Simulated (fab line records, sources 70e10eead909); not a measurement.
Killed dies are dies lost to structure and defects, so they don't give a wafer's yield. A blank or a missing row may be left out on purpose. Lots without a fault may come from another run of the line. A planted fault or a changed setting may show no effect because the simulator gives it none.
Chamber matching | flow nand_harc | NHARC_A_CONTACT_ETCH_51 on rie_diel-01: 4 sister chambers
The step etches the open film in O2/COS, target depth 7000 nm, time 1820 s. 14 wafers are shown with their chamber, then 6 later ones without.

WAFERS WITH THEIR CHAMBER
wafer  | chamber | showerhead_plenum_p_Torr (Torr) | run_length_s (s) | rf_vpp_V (V)
L466.2 | 1       | 3.17                            | 1841.3           | 313.8
L466.3 | 0       | 3.11                            | 1840.9           | 315.5
L466.6 | 3       | 2.97                            | 1840.4           | 311.7
L468.1 | 1       | 3.17                            | 1841.5           | 315.2
L468.3 | 2       | 3.23                            | 1841.8           | 315.3
L468.4 | 0       | 3.11                            | 1840.6           | 314.1
L474.1 | 1       | 3.17                            | 1841.4           | 316.2
L474.2 | 0       | 3.10                            | 1840.7           | 312.9
L479.2 | 0       | 3.10                            | 1840.5           | 314.2
L479.4 | 3       | 2.96                            | 1840.9           | 310.3
L479.5 | 0       | 3.10                            | 1840.8           | 313.7
L480.1 | 2       | 3.23                            | 1842.2           | 316.4
L480.4 | 0       | 3.10                            | 1841.0           | 315.0
L480.5 | 2       | 3.23                            | 1841.7           | 316.2

SIGNATURES (means of the wafers above)
reading                  | chamber 0 | chamber 1 | chamber 2 | chamber 3 | scatter within a chamber
showerhead_plenum_p_Torr | 3.1033    | 3.1700    | 3.2300    | 2.9650    | 0.00428
run_length_s             | 1840.750  | 1841.400  | 1841.900  | 1840.650  | 0.214
rf_vpp_V                 | 314.233   | 315.067   | 315.967   | 311.000   | 0.941
Rule: a wafer's distance from a chamber is the root of the sum, over the readings, of the square of ((its reading less the chamber's mean) divided by the reading's scatter). The wafer belongs to the nearest chamber; if the next one is less than 2 further off, it can't be placed. The scatter: the root of (the sum of the squares of (reading less its chamber's mean) over the shown wafers, divided by (wafers less chambers)).

WAFERS WITHOUT THEIR CHAMBER
wafer  | showerhead_plenum_p_Torr (Torr) | run_length_s (s) | rf_vpp_V (V)
L483.3 | 3.10                            | 1840.7           | 315.8
L483.4 | 3.22                            | 1841.8           | 316.0
L483.6 | 2.96                            | 1840.3           | 312.9
L485.3 | 3.22                            | 1842.1           | 314.8
L485.5 | 3.09                            | 1840.7           | 313.2
L485.6 | 2.96                            | 1840.6           | 311.6

WHICH CHAMBER EACH WENT THROUGH
wafer  | from the rows above | in truth
L483.3 | 0                   | 0
L483.4 | 2                   | 2
L483.6 | 3                   | 3
L485.3 | 2                   | 2
L485.5 | 0                   | 0
L485.6 | 3                   | 3
Placed correctly: 6 of 6. Can't be placed from these rows: 0. Placed wrongly: 0.
